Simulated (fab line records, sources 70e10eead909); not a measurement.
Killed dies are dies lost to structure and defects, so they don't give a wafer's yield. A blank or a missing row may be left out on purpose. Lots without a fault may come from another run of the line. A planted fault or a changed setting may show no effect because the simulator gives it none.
fab line records | flow nand_harc
record lots=12 wafers=36 last_day=25
route steps=1159 shown A_M1@1047 A_BONDPAD@1076 THIN_TSV@1130 END@1159
lots that met no fault: from a run of the same line without faults
start_h: hours from the record's first day to the start of the lot's first wafer shown | wait_h: hours since the lot's step before | " the same as in the row above | L1.1+2: a row that stands for several wafers | - no value, or no start given | * or withheld: withheld | < > ~ a bound
route shown NAME@n: a module of which the file shows steps, and the number in the route of the first | usual: mean/standard deviation of fault-free wafers | same: alike in all rows | chamber/n: place in a boat | sites: the reading at each site | _std_site: their standard deviation | _edge_site: outer sites' mean less inner sites' | radius_mm: how far each site lies from the wafer's centre | mask NAME#n: copy n | behind: the tool/chamber that last shaped the wafer | hold: why the lot was held/for how many hours/how that ended | device: the transistor (n, p or np) that didn't switch | end of line: the same wafers' tests at the end of the route | a step without rows: its recipe alone | killed: dies lost to structure and defects at the first sort, not the wafer's yield | map: a wafer's dies, x killed, . not, _ none there
set.NAME: the setting as run; set.NAME@STEP: as run at that earlier step | model.NAME: the simulator's own value behind a step, which no gauge read
steps of the route over a sample of lots; a table a step, a row a wafer
services: from which hour (start_h, from the record's first day; less than 0 if before it) a tool's chamber was out of use, for how many hours, and why
## steps
# step NHARC_A_M1_PRE_CLEAN_30
# recipe time_s=30 temp_c=280 gas=H2/He
# usual heater_power_w=403/40
# columns lot.wafer tool chamber start_h wait_h heater_power_w
L150.2 pvd_sputter-03 - - - 338
L150.1 " - " " 414
L150.5 " - " " 335
L149.4 pvd_sputter-02 - - - 441
L149.5 " - " " 431
L149.6 " - " " 383
L154.3 pvd_sputter-03 - - - 402
L154.6 " - " " 335
L154.5 " - " " 441
L151.1 pvd_sputter-01 - - - 426
L151.5 " - " " 420
L151.6 " - " " 440
L152.3 pvd_sputter-01 - - - 428
L152.2 " - " " 429
L152.4 " - " " 413
L155.4 pvd_sputter-02 - - - 385
L155.2 " - " " 385
L155.5 " - " " 380
L159.4 pvd_sputter-03 - - - 334
L159.1 " - " " 416
L159.2 " - " " 414
L161.2 pvd_sputter-01 - - - 409
L161.4 " - " " 435
L161.1 " - " " 451
L166.3 pvd_sputter-02 - - - 373
L166.4 " - " " 447
L166.1 " - " " 394
L169.3 pvd_sputter-01 - - - 441
L169.6 " - " " 422
L169.5 " - " " 486
L170.2 pvd_sputter-03 - - - 433
L170.4 " - " " 415
L170.1 " - " " 338
L171.1 pvd_sputter-01 - - - 440
L171.2 " - " " 419
L171.4 " - " " 472
# step NHARC_A_M1_CMP_23
# recipe t_overpolish_s=20 target_thk_nm=154.34
# usual edge_zone_pressure_frac=1.000/0.0043 motor_current_A=11.9/0.99 time_to_endpoint_s=29.7/2.3
# columns lot.wafer tool chamber start_h wait_h edge_zone_pressure_frac motor_current_A time_to_endpoint_s
L150.2 cmp-01 2 414.45 - 0.999 10.8 28.1
L150.1 " 1 " " 1.000 14.1 26.0
L150.5 " 2 " " 1.000 10.5 28.3
L149.4 cmp-02 3 414.65 - 1.005 13.2 31.6
L149.5 " 0 " " 0.993 10.4 27.1
L149.6 " 1 " " 1.000 13.2 28.7
L154.3 cmp-01 3 432.88 - 0.995 12.7 29.2
L154.6 " 1 " " 0.999 13.2 25.9
L154.5 " 2 " " 1.004 11.0 28.1
L151.1 cmp-02 1 442.68 - 0.996 13.8 24.6
L151.6 " 2 " " 0.998 11.4 25.9
L151.5 " 3 " " 0.993 12.7 29.6
L152.3 cmp-02 2 447.26 - 1.003 11.3 30.7
L152.2 " 3 " " 1.005 13.3 31.5
L152.4 " 0 " " 1.000 10.6 29.0
L155.4 cmp-04 2 449.64 - 1.006 12.2 30.1
L155.2 " 0 " " 1.006 11.2 30.9
L155.5 " 3 " " 0.997 12.6 28.7
L159.4 cmp-04 1 477.65 - 0.995 11.2 29.6
L159.1 " 3 " " 1.001 11.3 30.4
L159.2 " 0 " " 0.997 11.6 31.2
L161.1 cmp-04 0 514.33 - 1.006 11.2 31.5
L161.2 " 1 " " 1.000 11.5 29.4
L161.4 " 2 " " 0.994 11.8 29.5
L166.1 cmp-02 2 522.04 - 1.003 12.2 32.4
L166.4 " 3 " " 1.006 12.6 34.5
L166.3 " 1 " " 0.997 13.4 33.1
L169.3 cmp-04 3 525.34 - 1.003 10.9 27.3
L169.6 " 2 " " 1.002 12.3 29.4
L169.5 " 3 " " 0.995 12.0 31.0
L170.4 cmp-01 3 542.02 - 0.998 12.2 29.7
L170.1 " 0 " " 0.998 12.2 30.0
L170.2 " 1 " " 1.006 13.3 28.7
L171.4 cmp-01 0 547.73 - 1.006 12.2 30.2
L171.1 " 2 " " 0.998 10.6 31.5
L171.2 " 3 " " 1.004 11.9 31.1
# step NHARC_A_BONDPAD_ETCH_34
# recipe target_depth_a=600 overetch_a=180 time_s=65.91 ion_energy_ev=200 n2_flow_sccm=150 h2_flow_sccm=150 ar_flow_sccm=0 rf_w=400 bias_w=150 chemistry=N2/H2
# usual drypump_motor_current_A=5.63/0.25 oes_product_au=1.000/0.0089 rf_vpp_V=429.8/2 showerhead_plenum_p_Torr=2.01/0.063 throttle_valve_pct=14.172/0.009
# columns lot.wafer tool chamber start_h wait_h drypump_motor_current_A oes_product_au rf_hours_counter_h rf_vpp_V showerhead_plenum_p_Torr throttle_valve_pct
L150.1 rie_diel-13 3 417.41 0.1 5.79 0.994 5 432.9 2.08 14.165
L150.2 " 1 " " 5.15 0.992 5 426.7 1.94 14.167
L150.5 " 1 " " 5.14 0.986 - 428.0 1.94 14.185
L149.6 rie_diel-09 3 417.56 0.1 6.10 1.015 - 432.8 2.07 14.186
L149.5 " 0 " " 5.79 1.000 - 428.3 1.93 14.187
L149.4 " 2 " " 6.01 0.994 - 426.9 1.88 14.171
L154.3 rie_diel-13 1 435.54 0.2 5.12 0.982 6 428.2 1.94 14.170
L154.6 " 3 " " 5.79 0.991 - 433.1 2.08 14.194
L154.5 " 0 " " 5.63 0.998 - 430.7 2.05 14.176
L151.1 rie_diel-03 2 445.53 0.1 5.89 0.999 18 432.8 2.10 14.167
L151.5 " 3 " " 5.72 1.002 - 427.8 1.93 14.160
L151.6 " 0 " " 5.87 0.993 - 429.7 2.02 14.189
L152.2 rie_diel-13 1 449.82 0.1 5.15 1.010 6 426.7 1.94 14.173
L152.3 " 2 " " 5.68 1.016 5 430.8 2.01 14.170
L152.4 " 0 " " 5.64 1.003 6 431.0 2.05 14.168
L155.2 rie_diel-13 0 452.34 0.1 5.62 0.996 6 430.4 2.05 14.185
L155.4 " 2 " " 5.67 1.006 5 430.4 2.01 14.186
L155.5 " 3 " " 5.77 0.992 - 431.1 2.08 14.175
L159.1 rie_diel-13 1 480.98 0.1 5.15 1.003 0 429.8 1.94 14.178
L159.2 " 3 " " 5.77 0.999 1 430.8 2.08 14.188
L159.4 " 0 " " 5.60 0.995 1 429.6 2.05 14.154
L161.4 rie_diel-03 0 517.02 0.1 5.89 0.998 45 430.1 2.01 14.171
L161.2 " 2 " " 5.87 1.013 44 431.8 2.10 14.160
L161.1 " 3 " " 5.70 1.008 45 426.6 1.92 14.164
L166.1 rie_diel-13 2 524.76 0.1 5.69 1.012 2 429.2 2.01 14.176
L166.4 " 0 " " 5.64 0.992 2 431.2 2.04 14.174
L166.3 " 1 " " 5.15 0.987 2 428.3 1.94 14.166
L169.3 rie_diel-13 0 528.04 0.1 5.63 0.998 2 430.8 2.04 14.169
L169.5 " 1 " " 5.13 0.995 - 428.8 1.94 14.181
L169.6 " 2 " " 5.68 1.005 - 430.8 2.01 14.164
L170.2 rie_diel-09 0 544.57 0.1 5.76 1.006 18 427.7 1.92 14.163
L170.4 " 1 " " 5.47 1.012 18 427.7 1.91 14.170
L170.1 " 3 " " 6.13 1.021 18 430.2 2.06 14.158
L171.2 rie_diel-13 0 550.45 0.1 5.63 0.992 3 430.7 2.04 14.178
L171.1 " 1 " " 5.16 1.007 3 427.9 1.94 14.167
L171.4 " 1 " " 5.13 1.000 - 428.5 1.94 14.182
# step NHARC_THIN_TSV_PVD_51
# recipe target_thk_a=1000 chamber_pressure_pa=5 material=Cu
# usual throttle_valve_pct=30.2/0.81
# columns lot.wafer tool chamber start_h wait_h throttle_valve_pct
L150.1 pvd_sputter-03 - 443.44 - 29.5
L150.2 " - " " 29.9
L150.5 " - " " 29.6
L149.4 pvd_sputter-03 - 448.14 - 29.6
L149.5 " - " " 29.7
L149.6 " - " " 30.3
L154.3 pvd_sputter-01 - 454.84 - 31.9
L154.6 " - " " 29.5
L154.5 " - " " 32.0
L151.1 pvd_sputter-01 - 464.45 - 29.2
L151.5 " - " " 29.3
L151.6 " - " " 32.0
L155.4 pvd_sputter-01 - 470.34 - 32.1
L155.2 " - " " 30.4
L155.5 " - " " 31.8
L152.3 pvd_sputter-02 - 471.70 - 28.6
L152.4 " - " " 30.3
L152.2 " - " " 30.4
L159.1 pvd_sputter-03 - 499.59 - 30.2
L159.2 " - " " 29.7
L159.4 " - " " 30.8
L161.2 pvd_sputter-03 - 537.61 - 30.2
L161.1 " - " " 29.8
L161.4 " - " " 30.7
L166.3 pvd_sputter-02 - 546.26 - 30.3
L166.4 " - " " 30.1
L166.1 " - " " 28.9
L169.3 pvd_sputter-01 - 548.89 - 28.9
L169.6 " - " " 29.9
L169.5 " - " " 29.6
L170.4 pvd_sputter-02 - 562.94 - 30.3
L170.2 " - " " 30.6
L170.1 " - " " 30.1
L171.1 pvd_sputter-02 - 569.10 - 30.1
L171.4 " - " " 28.6
L171.2 " - " " 30.6
# step NHARC_END_SORT_01
# recipe temp_c=25
# usual defect_limited_yield=95.3/1.7 killed_at_array=28/11 killed_at_other=0.5/0.85 killed_at_periphery=2.7/1.9 killed_dies=32/12 killed_open=3.3/1.6 killed_short=2.1/1.5 sort_bin_2_pct=1.5/0.71 sort_bin_3_pct=0.25/0.23 sort_bin_4_pct=3.0/1.1 sort_n_pass=645/12 sort_rim_yield_pct=95/3.1 sort_yield_pct=95.3/1.7
# same gross_dies=677 sort_bin_5_pct[%]=0 sort_bin_6_pct[%]=0 sort_bin_7_pct[%]=0 sort_bin_8_pct[%]=0 sort_rim_n_gross=106.00
# columns lot.wafer tool chamber start_h wait_h defect_limited_yield[%] killed_at_array killed_at_other killed_at_periphery killed_dies killed_open killed_short sort_bin_2_pct[%] sort_bin_3_pct[%] sort_bin_4_pct[%] sort_n_pass sort_rim_yield_pct[%] sort_yield_pct[%]
L159.1 prober-02 0 520.66 2.5 93.6 37 1 5 43 4 1 1.3 0.15 4.9 634 93 93.6
L159.2 prober-02 0 521.47 2.8 96.6 20 2 1 23 1 1 1.0 0.15 2.2 654 93 96.6
L159.4 prober-02 0 523.09 3.4 84.3 26 77 3 106 1 3 6.8 2.22 6.6 571 88 84.3
L161.1 prober-01 0 548.41 2.5 91.9 51 0 4 55 6 2 2.5 0.30 5.3 622 96 91.9
L161.2 prober-01 0 549.21 2.8 93.5 42 0 2 44 4 1 2.4 0.30 3.8 633 92 93.5
L161.4 prober-01 0 550.81 3.4 83.5 31 79 2 112 2 3 7.2 3.10 6.2 565 82 83.5
# killed by level:class
L159.1 A_SLIT:chamber_film_flake=15 A_CHANNEL_HOLE_D1:chamber_film_flake=5 A_STAIRCASE:chamber_film_flake=4 A_WL_FILL:chamber_film_flake=4 P_ZERO_WELL:chamber_film_flake=2 P_GATE:chamber_film_flake=2 A_CONTACT:chamber_film_flake=2 P_GATE:geometric_particle:open=1
L159.2 A_SLIT:chamber_film_flake=5 A_CHANNEL_HOLE_D1:chamber_film_flake=4 A_ZERO_WELL:chamber_film_flake=3 A_WL_FILL:chamber_film_flake=3 THIN_TSV:chamber_film_flake=2 A_CHANNEL_FILL_D1:geometric_particle:open=1 A_CHANNEL_FILL_D1:geometric_particle:short=1 P_M1:chamber_film_flake=1
L159.4 THIN_TSV:unspecified=73 A_SLIT:chamber_film_flake=18 A_CHANNEL_HOLE_D1:chamber_film_flake=4 THIN_TSV:chamber_film_flake=4 A_WL_FILL:chamber_film_flake=2 P_GATE:geometric_particle:short=1 P_CONTACT:geometric_particle:short=1 A_STAIRCASE:geometric_particle:short=1
L161.1 A_SLIT:chamber_film_flake=24 A_CHANNEL_HOLE_D1:chamber_film_flake=16 A_WL_FILL:geometric_particle:open=3 A_STAIRCASE:chamber_film_flake=3 P_CONTACT:geometric_particle:short=1 P_M0:geometric_particle:open=1 A_ONON_D1:geometric_particle:short=1 A_CONTACT:geometric_particle:open=1
L161.2 A_SLIT:chamber_film_flake=20 A_CHANNEL_HOLE_D1:chamber_film_flake=10 A_STAIRCASE:chamber_film_flake=4 A_CONTACT:geometric_particle:open=2 A_CHANNEL_FILL_D1:chamber_film_flake=2 A_CONTACT:chamber_film_flake=2 P_M0:geometric_particle:open=1 A_WL_FILL:geometric_particle:open=1
L161.4 THIN_TSV:unspecified=78 A_SLIT:chamber_film_flake=14 A_CHANNEL_HOLE_D1:chamber_film_flake=8 A_STAIRCASE:chamber_film_flake=4 P_STI:geometric_particle:short=1 A_WL_FILL:geometric_particle:open=1 A_CONTACT:geometric_particle:open=1 A_CONTACT:geometric_particle:short=1
## services
# columns tool chamber start_h hours kind
pvd_sputter-02 - 392.02 10.0 pm
cmp-01 - 395.10 2.0 repair
cmp-02 - 395.13 0.6 repair
cmp-04 - 399.07 4.0 pm
cmp-02 - 412.38 2.1 repair
rie_diel-13 2 413.50 10.4 repair
pvd_sputter-02 - 415.97 2.9 repair
cmp-02 - 424.11 4.0 pm
cmp-02 - 430.19 5.5 repair
cmp-02 - 446.19 0.7 repair
cmp-01 - 449.78 2.5 repair
rie_diel-13 - 453.00 9.0 pm
pvd_sputter-03 - 458.00 10.0 pm
rie_diel-13 1 462.67 11.4 repair
cmp-01 - 473.83 4.0 pm
pvd_sputter-02 - 487.12 0.6 repair
cmp-04 - 497.07 4.0 pm
cmp-02 - 501.12 0.5 repair
pvd_sputter-03 - 509.94 3.9 repair
pvd_sputter-01 - 514.00 10.0 pm
pvd_sputter-02 - 521.46 2.7 repair
rie_diel-13 3 546.37 15.1 repair
pvd_sputter-02 - 546.47 12.8 repair
pvd_sputter-01 - 553.47 0.7 repair
## key
first_sign step=NHARC_END_SORT_01 reading=killed_at_other direction=up sigmas=78 usual=0.5 struck=78
effect step=NHARC_END_SORT_01 reading=killed_dies direction=up sigmas=6.6 usual=32 struck=109
more_kills_born_at NHARC_THIN_TSV_PVD_51@pvd_sputter-03=151
met_at NHARC_THIN_TSV_PVD_51
struck_lots L159,L161
struck_wafers L159.4,L161.4
not_acting_at NHARC_A_M1_PRE_CLEAN_30,NHARC_A_M1_CMP_23,NHARC_A_BONDPAD_ETCH_34
onset_between 448.14 499.59
fault kind=chamber_particle_source tool=pvd_sputter-03 chamber=- onset_h=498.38 steps=NHARC_THIN_TSV_PVD_51 rate_per_visit_cm2=0.71896 end_h=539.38 scope=struck_wafers_only
